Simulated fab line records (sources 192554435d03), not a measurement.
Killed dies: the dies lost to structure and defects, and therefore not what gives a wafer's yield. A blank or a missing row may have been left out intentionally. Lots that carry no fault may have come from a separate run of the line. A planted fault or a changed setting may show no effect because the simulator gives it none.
Chamber matching	flow n5Finfet	N5_BEOL_M0_SAQP_PECVD_96 on pecvd-02 has 3 sister chambers
The step deposits a-Si from SiH4/He, target thk 45 nm, time 45.2 s. 6 wafers are shown with their chamber, then 10 later ones without.

## EACH WAFER AND ITS CHAMBER
wafer	chamber	throttleValvePct (%)	showerheadPlenumPTorr (Torr)
L088.2	0	18.3	5.71
L088.5	2	17.4	5.71
L091.4	1	20.0	5.75
L091.6	2	17.5	5.72
L094.4	0	18.5	5.70
L094.5	1	20.2	5.74

## WAFERS MISSING THEIR CHAMBER
wafer	throttleValvePct (%)	showerheadPlenumPTorr (Torr)
L094.6	18.0	5.70
L095.1	19.9	5.75
L095.5	19.9	5.75
L095.6	18.1	5.72
L097.1	18.7	5.69
L097.4	18.6	5.69
L097.5	17.7	5.72
L096.1	18.4	5.68
L096.2	18.0	5.71
L096.3	20.0	5.74

## WHICH CHAMBER EACH WENT THROUGH
wafer	from the rows above	in truth
L094.6	can't be placed: 0 or 2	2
L095.1	1	1
L095.5	1	1
L095.6	0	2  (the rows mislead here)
L097.1	0	0
L097.4	0	0
L097.5	2	2
L096.1	0	0
L096.2	can't be placed: 0 or 2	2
L096.3	1	1
Correctly placed: 7 of 10. Unplaceable from these rows: 2, with the true chamber sitting among the candidates in 2. 1 placed wrongly.
How it was worked out, from the rows above alone: a wafer's distance from a chamber is the root of the sum, over the readings, of the square of ((its reading less the chamber's mean) divided by the reading's scatter). The wafer belongs to the nearest chamber; if the next one is less than 2 further off, it can't be placed. Each chamber's mean is taken over the wafers shown for it. The scatter is the square root of a quotient: the sum, over the shown wafers, of each reading's squared deviation from its chamber's mean, divided by wafers minus chambers.
